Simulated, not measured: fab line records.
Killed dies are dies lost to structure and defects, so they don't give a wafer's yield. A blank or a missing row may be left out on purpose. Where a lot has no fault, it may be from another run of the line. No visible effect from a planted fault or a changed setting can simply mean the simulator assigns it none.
fab line records    flow nand_harc
[record] lots = 5  wafers = 15  last_day = 33
route steps=1302 shown P_ZERO_WELL@14 END@1302
lots that met no fault: from a run of the same line without faults
start_h: hours from the record's first day to the start of the lot's first wafer shown    wait_h: hours elapsed since this lot's preceding step    " as in the row above    L1.1+2: one row covering several wafers at once    - no value present, or no start provided    * or withheld: withheld    < > ~ a bound
route shown NAME@n: NAME is a module with steps in the file, n the number in the route of the first one    usual: mean/standard deviation of fault-free wafers    same: alike in all rows    chamber/n: place in a boat    sites: each site's reading    _std_site: how widely they spread, as a standard deviation    _edge_site: the outer-site mean with the inner-site mean subtracted    radius_mm: how far each site lies from the wafer's centre    mask NAME#n: copy n    behind: tool/chamber where the wafer was last shaped    hold: the reason the lot was held/the length of the hold in hours/how it ended    device: the transistor (n, p or np) that didn't switch    end of line: the route-end tests of the same wafers    for a step that has no rows: nothing shown but its recipe    killed: the dies lost at the first sort to structure and to defects; this is not the yield of the wafer    map: a wafer's dies, x killed, . not, _ none there
set.NAME: the setting as run; set.NAME@STEP: as run at that earlier step    model.NAME: the simulator's own value behind a step, which no gauge read
lots at selected steps of the route; one table per step, one row per wafer
services: a tool's chamber out of use, with start hour (start_h, from the record's first day; less than 0 if before it), hours out, and reason
[[steps]]
[step NHARC_P_ZERO_WELL_CD_MEAS_11]
[recipe] target_cd_nm = 500  landing_energy_ev = 500
[usual] cd_nm = 498.3/1.7
lot.wafer  tool       chamber  start_h  wait_h  cd_nm
L576.1     cd_sem-02  0        51.24    -       497.3
L576.3     "          0        "        "       498.9
L576.5     "          0        "        "       498.3
L583.1     cd_sem-01  0        121.36   -       496.9
L583.2     "          0        "        "       501.5
L583.4     "          0        "        "       500.1
L585.1     cd_sem-03  0        141.11   -       499.1
L585.4     "          0        "        "       499.6
L585.5     "          0        "        "       500.0
L595.2     cd_sem-01  0        241.11   -       498.1
L595.5     "          0        "        "       499.4
L595.6     "          0        "        "       498.3
L596.1     cd_sem-02  0        251.25   -       496.8
L596.3     "          0        "        "       495.4
L596.6     "          0        "        "       499.9
[step NHARC_P_ZERO_WELL_HARDBAKE_12]
[recipe] temp_c = 118  time_s = 65
[step NHARC_P_ZERO_WELL_DESCUM_13]
[recipe] time_s = 3  o2_flow_sccm = 200  ar_flow_sccm = 0  bias_power_w = 0  chemistry = O2
[usual] drypump_motor_current_A = 5.7/0.57  oes_product_au = 1.000/0.0099  rf_vpp_V = 57.8/0.86  showerhead_plenum_p_Torr = 1.88/0.076  throttle_valve_pct = 11.311/0.0096
lot.wafer  tool         chamber  start_h  wait_h  drypump_motor_current_A  oes_product_au  rf_hours_counter_h  rf_vpp_V  showerhead_plenum_p_Torr  throttle_valve_pct
L576.1     rie_diel-03  2        51.40    -       5.8                      0.995           38                  58.0      1.96                      11.308
L576.3     "            3        "        "       5.8                      0.999           37                  58.7      1.98                      11.306
L576.5     "            2        "        "       5.9                      1.004           -                   58.1      1.96                      11.303
L583.2     rie_diel-13  2        121.52   -       5.6                      0.996           42                  57.3      1.87                      11.326
L583.1     "            3        "        "       5.3                      0.973           37                  56.9      1.78                      11.321
L583.4     "            0        "        "       6.5                      0.987           40                  57.9      1.90                      11.304
L585.1     rie_diel-13  0        141.27   -       6.5                      0.999           47                  58.2      1.90                      11.323
L585.4     "            3        "        "       5.3                      0.978           45                  56.6      1.78                      11.298
L585.5     "            0        "        "       6.5                      0.994           -                   58.0      1.90                      11.331
L595.2     rie_diel-11  2        241.29   -       5.3                      0.996           55                  59.0      1.86                      11.317
L595.5     "            3        "        "       6.2                      1.006           -                   56.4      1.76                      11.313
L595.6     "            0        "        "       6.0                      1.010           -                   59.4      2.06                      11.328
L596.1     rie_diel-11  2        251.40   -       5.3                      1.015           56                  57.1      1.86                      11.306
L596.3     "            1        "        "       6.3                      1.013           55                  57.6      1.91                      11.322
L596.6     "            2        "        "       5.3                      1.014           -                   59.0      1.86                      11.323
[step NHARC_P_ZERO_WELL_ETCH_65]
[recipe] target_depth_a = 800  overetch_a = 240  time_s = 87.88  ion_energy_ev = 200  n2_flow_sccm = 150  h2_flow_sccm = 150  ar_flow_sccm = 0  rf_w = 400  bias_w = 150  chemistry = N2/H2
[usual] drypump_motor_current_A = 5.7/0.56  n2_flow_sccm = 150.0/0.43  oes_product_au = 0.999/0.01  rf_fwd_power_W = 396.8/1.5  rf_vpp_V = 429.2/2.5  showerhead_plenum_p_Torr = 2.00/0.081  throttle_valve_pct = 14.170/0.0095
lot.wafer  tool         chamber  start_h  wait_h  drypump_motor_current_A  n2_flow_sccm  oes_product_au  rf_fwd_power_W  rf_hours_counter_h  rf_vpp_V  showerhead_plenum_p_Torr  throttle_valve_pct
L576.1     rie_diel-03  3        51.49    0.1     5.8                      149.6         1.004           392.5           37                  431.8     2.12                      14.159
L576.3     "            1        "        "       4.7                      149.6         1.006           396.0           39                  427.9     1.92                      14.159
L576.5     "            2        "        "       5.8                      149.4         0.998           397.7           -                   432.3     2.09                      14.162
L583.4     rie_diel-13  1        121.73   0.2     4.8                      150.1         0.999           398.0           43                  431.3     2.01                      14.163
L583.1     "            2        "        "       5.6                      150.1         0.994           397.2           42                  428.1     1.99                      14.182
L583.2     "            0        "        "       6.5                      149.6         1.000           398.0           40                  430.9     2.03                      14.161
L585.1     rie_diel-13  2        141.35   0.1     5.6                      150.2         0.991           398.9           47                  429.5     1.99                      14.152
L585.4     "            1        "        "       4.8                      149.8         0.986           398.3           48                  429.4     2.01                      14.172
L585.5     "            2        "        "       5.6                      149.4         0.992           398.0           -                   429.3     1.99                      14.162
L595.2     rie_diel-11  1        241.37   0.1     6.3                      150.4         1.018           396.8           54                  429.7     2.04                      14.168
L595.6     "            2        "        "       5.3                      150.6         1.010           394.7           -                   427.7     1.98                      14.171
L595.5     "            3        "        "       6.2                      150.0         1.010           397.3           -                   425.3     1.88                      14.164
L596.1     rie_diel-11  1        251.51   0.1     6.3                      150.1         1.010           398.0           55                  431.8     2.04                      14.161
L596.3     "            2        "        "       5.3                      150.3         1.008           395.0           56                  428.5     1.98                      14.162
L596.6     "            2        "        "       5.3                      150.7         1.008           393.4           -                   428.4     1.98                      14.163
[step NHARC_P_ZERO_WELL_ETCH_62]
[recipe] target_depth_a = 130  time_s = 6.5  chf3_flow_sccm = 50  ar_flow_sccm = 200  rf_w = 500  bias_w = 200  chemistry = CHF3/Ar
[usual] drypump_motor_current_A = 5.7/0.58  oes_product_au = 0.960/0.017  rf_fwd_power_W = 488.0/1.7  rf_vpp_V = 369.7/2.1  showerhead_plenum_p_Torr = 2.30/0.093  throttle_valve_pct = 20.217/0.0093
lot.wafer  tool         chamber  start_h  wait_h  drypump_motor_current_A  oes_product_au  rf_fwd_power_W  rf_hours_counter_h  rf_vpp_V  showerhead_plenum_p_Torr  throttle_valve_pct
L576.3     rie_diel-03  3        -        -       5.9                      0.963           485.8           37                  372.4     2.43                      20.210
L576.1     "            1        "        "       4.7                      0.966           488.6           39                  368.6     2.22                      20.227
L576.5     "            1        "        "       4.7                      0.979           489.3           -                   367.5     2.22                      20.218
L583.2     rie_diel-13  3        -        -       5.3                      0.931           487.5           37                  367.2     2.19                      20.216
L583.4     "            0        "        "       6.5                      0.957           487.9           40                  369.8     2.33                      20.212
L583.1     "            1        "        "       4.8                      0.930           489.1           43                  371.9     2.32                      20.216
L585.1     rie_diel-13  1        -        -       4.8                      0.970           487.4           49                  371.5     2.32                      20.223
L585.4     "            2        "        "       5.6                      0.976           488.5           47                  368.4     2.29                      20.218
L585.5     "            1        "        "       4.8                      0.976           485.8           -                   370.9     2.32                      20.220
L595.2     rie_diel-11  0        -        -       6.0                      0.962           490.7           53                  373.9     2.51                      20.225
L595.6     "            3        "        "       6.2                      0.974           489.5           -                   366.9     2.17                      20.222
L595.5     "            0        "        "       6.0                      0.965           489.7           -                   372.8     2.51                      20.222
L596.3     rie_diel-11  2        -        -       5.3                      0.948           486.1           56                  368.6     2.28                      20.214
L596.1     "            3        "        "       6.2                      0.953           490.7           51                  367.2     2.17                      20.211
L596.6     "            3        "        "       6.2                      0.948           490.5           -                   366.1     2.17                      20.218
[step NHARC_P_ZERO_WELL_ETCH_63]
[recipe] target_depth_a = 1200  time_s = 40.1  hbr_flow_sccm = 150  cl2_flow_sccm = 50  rf_w = 400  icp_w = 400  bias_w = 100  chemistry = HBr/Cl2
[usual] drypump_motor_current_A = 5.3/0.36  hbr_flow_sccm = 149.9/0.44  oes_product_au = 1.005/0.0088  rf_fwd_power_W = 394.6/2.1  throttle_valve_pct = 26.407/0.0092
lot.wafer  tool       chamber  start_h  wait_h  drypump_motor_current_A  hbr_flow_sccm  oes_product_au  rf_fwd_power_W  rf_hours_counter_h  throttle_valve_pct
L576.3     rie_si-01  2        51.68    -       4.9                      150.5          1.016           395.2           0.1                 26.417
L576.1     "          3        "        "       5.0                      149.8          1.007           398.2           0.1                 26.403
L576.5     "          2        "        "       4.9                      150.3          1.015           395.0           -                   26.420
L583.1     rie_si-01  3        121.91   -       5.0                      149.7          1.017           397.4           0.6                 26.406
L583.4     "          0        "        "       5.4                      150.0          1.015           394.0           0.7                 26.423
L583.2     "          1        "        "       5.8                      149.6          1.011           397.4           0.3                 26.403
L585.4     rie_si-03  1        141.65   -       6.0                      150.2          1.012           393.3           0.6                 26.406
L585.1     "          3        "        "       5.3                      150.0          0.998           392.5           0.5                 26.408
L585.5     "          0        "        "       4.9                      150.5          0.992           392.9           -                   26.388
L595.2     rie_si-03  0        241.52   -       4.9                      149.9          0.999           391.3           0.1                 26.411
L595.5     "          0        "        "       4.9                      149.7          1.015           393.5           -                   26.414
L595.6     "          1        "        "       6.0                      149.8          1.001           393.2           -                   26.402
L596.1     rie_si-01  3        251.72   -       4.9                      150.4          1.019           397.0           0.3                 26.414
L596.3     "          1        "        "       5.8                      149.7          1.010           395.3           0.3                 26.406
L596.6     "          3        "        "       5.0                      150.5          1.006           397.1           -                   26.419
[step NHARC_P_ZERO_WELL_STRIP_15]
[recipe] time_s = 900  temp_c = 130  chemistry = SPM
[step NHARC_P_ZERO_WELL_DEHYDRATE_16]
[recipe] temp_c = 150  time_s = 120
[step NHARC_P_ZERO_WELL_HMDS_17]
[recipe] time_s = 30
[step NHARC_P_ZERO_WELL_COAT_18]
[recipe] spin_rpm = withheld
[step NHARC_P_ZERO_WELL_SOFTBAKE_19]
[recipe] temp_c = 122  time_s = 95
[step NHARC_P_ZERO_WELL_EBR_20]
[step NHARC_P_ZERO_WELL_EXPOSE_21]
[recipe] na = 0.6  target_cd_nm = 720  dose_mj = 22.31  mask_id = P_NWELL
[same] na = 0.6
lot.wafer   tool            chamber  start_h  wait_h  mask
L576.1+3+5  krf_scanner-04  0        52.35    -       P_NWELL#0
L583.1+2+4  krf_scanner-02  0        122.69   -       P_NWELL#0
L585.1+4+5  krf_scanner-02  0        142.40   -       P_NWELL_R1#0
L595.2+5+6  krf_scanner-03  0        242.31   -       P_NWELL#0
L596.1+3+6  krf_scanner-03  0        252.36   -       P_NWELL#0
[step NHARC_P_ZERO_WELL_PEB_22]
[recipe] peb_temp_c = 118  peb_time_s = 85
[step NHARC_P_ZERO_WELL_DEVELOP_23]
[recipe] time_s = 70
[step NHARC_P_ZERO_WELL_CD_MEAS_24]
[recipe] target_cd_nm = 720  landing_energy_ev = 500
[usual] cd_nm = 719.8/1.8
lot.wafer  tool       chamber  start_h  wait_h  cd_nm
L576.1     cd_sem-02  0        52.51    -       721.3
L576.3     "          0        "        "       721.0
L576.5     "          0        "        "       718.9
L583.1     cd_sem-03  0        122.85   -       719.5
L583.2     "          0        "        "       719.2
L583.4     "          0        "        "       716.7
L585.1     cd_sem-01  0        142.56   -       715.6
L585.4     "          0        "        "       712.3
L585.5     "          0        "        "       712.2
L595.2     cd_sem-02  0        242.46   -       720.3
L595.5     "          0        "        "       721.4
L595.6     "          0        "        "       721.6
L596.1     cd_sem-03  0        252.52   -       719.3
L596.3     "          0        "        "       717.3
L596.6     "          0        "        "       720.7
[step NHARC_P_ZERO_WELL_HARDBAKE_25]
[recipe] temp_c = 125  time_s = 80
[step NHARC_P_ZERO_WELL_DESCUM_26]
[recipe] time_s = 3  o2_flow_sccm = 200  ar_flow_sccm = 0  bias_power_w = 0  chemistry = O2
[usual] drypump_motor_current_A = 5.7/0.57  oes_product_au = 0.999/0.01  rf_vpp_V = 57.6/0.93  showerhead_plenum_p_Torr = 1.88/0.082  throttle_valve_pct = 11.310/0.0093
lot.wafer  tool         chamber  start_h  wait_h  drypump_motor_current_A  oes_product_au  rf_hours_counter_h  rf_vpp_V  showerhead_plenum_p_Torr  throttle_valve_pct  model.P_ZERO_WELL.cd_nm
L576.1     rie_diel-03  1        52.69    -       4.7                      1.005           39                  57.0      1.81                      11.308              721.4
L576.3     "            2        "        "       5.8                      0.999           38                  56.5      1.96                      11.304              721.2
L576.5     "            2        "        "       5.8                      0.993           -                   58.7      1.96                      11.319              719.3
L583.4     rie_diel-11  3        123.01   -       6.2                      0.992           13                  57.5      1.78                      11.303              716.6
L583.1     "            0        "        "       6.0                      0.994           11                  59.7      2.07                      11.300              719.2
L583.2     "            1        "        "       6.3                      1.002           12                  57.8      1.92                      11.306              719.5
L585.1     rie_diel-13  1        142.72   -       4.8                      0.994           49                  58.1      1.89                      11.328              715.9
L585.4     "            2        "        "       5.6                      0.997           47                  57.5      1.87                      11.305              711.4
L585.5     "            1        "        "       4.8                      1.003           -                   59.1      1.89                      11.331              712.4
L595.2     rie_diel-11  2        242.62   -       5.3                      1.015           55                  57.6      1.86                      11.318              720.7
L595.5     "            2        "        "       5.3                      1.011           -                   57.1      1.86                      11.305              721.5
L595.6     "            3        "        "       6.2                      1.011           -                   55.9      1.76                      11.299              721.1
L596.1     rie_diel-13  0        252.72   -       6.5                      1.004           25                  57.8      1.89                      11.308              718.6
L596.3     "            3        "        "       5.2                      0.992           24                  56.7      1.77                      11.325              717.4
L596.6     "            1        "        "       4.7                      1.007           -                   57.4      1.88                      11.307              721.2
[step NHARC_P_ZERO_WELL_IMPLANT_27]
[recipe] energy_kev = 600  dose_cm2 = 1e+13  tilt_deg = 7
[step NHARC_END_SORT_01]
[recipe] temp_c = 25
[usual] killed_at_array = 55/20  killed_at_other = 0.7/0.96  killed_at_periphery = 4.1/2.4  killed_dies = 60/20  killed_open = 3.3/1.9  killed_short = 2.8/1.6
[same] gross_dies = 677
lot.wafer  tool       chamber  start_h  wait_h  killed_at_array  killed_at_other  killed_at_periphery  killed_dies  killed_open  killed_short
L583.1     prober-02  0        654.58   2.5     43               0                5                    48           0            2
L583.2     prober-02  0        655.39   2.8     49               1                9                    59           6            3
L583.4     prober-02  0        657.01   3.4     45               0                10                   55           5            1
L585.1     prober-01  0        690.12   2.5     52               1                7                    60           1            4
L585.4     prober-01  0        692.53   3.4     47               1                6                    54           4            1
L585.5     prober-01  0        693.33   3.7     68               0                4                    72           3            4
L595.2     prober-01  0        783.52   2.8     93               0                3                    96           3            3
L595.5     prober-01  0        785.92   3.7     50               1                5                    56           4            3
L595.6     prober-01  0        786.73   4.0     70               1                6                    77           3            6
// killed by level:class
L583.1 A_SLIT:chamber_film_flake=26 P_M2:chamber_film_flake=4 A_DECK1_JOINT:chamber_film_flake=4 A_CONTACT:chamber_film_flake=4 A_CHANNEL_HOLE_D1:chamber_film_flake=3 A_DECK1_JOINT:geometric_particle:short=1 A_SGD_CUT:geometric_particle:short=1 P_STI:chamber_film_flake=1
L583.2 A_SLIT:chamber_film_flake=24 A_CHANNEL_HOLE_D1:chamber_film_flake=8 A_CONTACT:chamber_film_flake=7 P_M2:chamber_film_flake=4 P_CONTACT:geometric_particle:open=2 P_BONDPAD:chamber_film_flake=2 A_SOURCE_PLATE:geometric_particle:open=1 A_ONON_D1:geometric_particle:open=1
L583.4 A_SLIT:chamber_film_flake=31 P_M2:chamber_film_flake=5 A_CONTACT:chamber_film_flake=4 A_CHANNEL_HOLE_D1:chamber_film_flake=3 P_BONDPAD:chamber_film_flake=2 A_DECK1_JOINT:chamber_film_flake=2 P_GATE:geometric_particle:open=1 P_CONTACT:geometric_particle:open=1
L585.1 A_CHANNEL_HOLE_D1:chamber_film_flake=29 A_SLIT:chamber_film_flake=6 A_CONTACT:chamber_film_flake=6 P_GATE:chamber_film_flake=4 A_WL_FILL:chamber_film_flake=3 A_CHANNEL_HOLE_D2:chamber_film_flake=2 P_CONTACT:geometric_particle:short=1 A_ONON_D2:geometric_particle:short=1
L585.4 A_CHANNEL_HOLE_D1:chamber_film_flake=27 A_CONTACT:chamber_film_flake=9 A_CHANNEL_HOLE_D2:chamber_film_flake=4 P_CONTACT:chamber_film_flake=3 A_M0:geometric_particle:open=2 P_GATE:chamber_film_flake=2 A_WL_FILL:chamber_film_flake=2 P_M1:geometric_particle:open=1
L585.5 A_CHANNEL_HOLE_D1:chamber_film_flake=30 A_CONTACT:chamber_film_flake=10 A_SLIT:chamber_film_flake=8 A_WL_FILL:chamber_film_flake=5 A_CHANNEL_HOLE_D2:chamber_film_flake=4 A_STAIRCASE:chamber_film_flake=4 A_CHANNEL_HOLE_D2:geometric_particle:short=2 P_GATE:chamber_film_flake=2
L595.2 A_CHANNEL_HOLE_D2:chamber_film_flake=37 A_SLIT:chamber_film_flake=28 A_CONTACT:chamber_film_flake=13 A_STAIRCASE:chamber_film_flake=5 P_ZERO_WELL:chamber_film_flake=2 A_WL_FILL:chamber_film_flake=2 A_WL_FILL:geometric_particle:open=1 A_ONON_D1:geometric_particle:open=1
L595.5 A_CHANNEL_HOLE_D2:chamber_film_flake=16 A_SLIT:chamber_film_flake=16 A_CONTACT:chamber_film_flake=5 A_WL_FILL:geometric_particle:open=2 P_M2:chamber_film_flake=2 P_ZERO_WELL:geometric_particle:open=1 A_SOURCE_PLATE:geometric_particle:short=1 A_DECK1_JOINT:geometric_particle:short=1
L595.6 A_CHANNEL_HOLE_D2:chamber_film_flake=34 A_SLIT:chamber_film_flake=19 A_CONTACT:chamber_film_flake=5 P_ZERO_WELL:chamber_film_flake=4 A_STAIRCASE:chamber_film_flake=4 P_GATE:geometric_particle:short=1 P_GATE:geometric_particle:open=1 A_SOURCE_PLATE:geometric_particle:open=1
[[services]]
tool            chamber  start_h  hours  kind
rie_diel-03     -        36.00    3.3    repair
rie_diel-13     3        36.98    9.2    repair
rie_diel-11     -        37.62    0.5    repair
rie_si-01       1        39.49    30.9   repair
rie_diel-13     2        39.87    6.4    repair
rie_si-03       -        44.00    9.0    pm
krf_scanner-03  -        52.00    4.0    pm
rie_diel-11     -        78.59    9.0    pm
krf_scanner-02  -        94.00    4.0    pm
rie_diel-13     2        101.01   4.0    repair
rie_diel-11     1        103.05   3.1    repair
rie_diel-03     -        104.39   9.0    pm
krf_scanner-03  -        107.13   23.4   repair
rie_si-01       -        128.14   1.4    repair
rie_diel-11     0        143.70   8.3    repair
rie_si-01       -        145.10   0.3    repair
rie_diel-03     0        154.93   6.6    repair
krf_scanner-02  -        158.92   0.8    repair
rie_diel-11     3        159.50   6.7    repair
rie_diel-13     -        165.23   9.0    pm
rie_si-01       -        193.00   9.0    pm
rie_diel-03     -        207.70   0.6    repair
rie_si-01       1        242.16   9.1    repair
rie_diel-13     -        251.21   0.7    repair
[[key]]
[first_sign] step = NHARC_P_ZERO_WELL_EXPOSE_21  reading = mask  direction = changed
[effect] step = NHARC_P_ZERO_WELL_CD_MEAS_24  reading = cd_nm  direction = down  sigmas = 3.6  usual = 719.8  struck = 713.3
[model_effect] step = NHARC_P_ZERO_WELL_DESCUM_26  value = P_ZERO_WELL.cd_nm  without = 720.2  struck = 713.3
met_at NHARC_P_ZERO_WELL_EXPOSE_21
struck_wafers L585.1,L585.4,L585.5
tester_left_out L585
onset_between 122.69 142.40
[fault] kind = wrong_mask  tool = any  chamber = -  onset_h = 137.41  steps = NHARC_P_ZERO_WELL_EXPOSE_21  aux_copy = P_NWELL_R1#0  cd_offset_nm = -6.9714  scope = struck_lots_only
// tester_left_out: of these lots the tester's yield and bins aren't shown, on N5 and GAA mostly nor the transistor test; their killed dies are dies lost to structure and defects alone, not to doping, threshold or leakage, so they don't give the yield
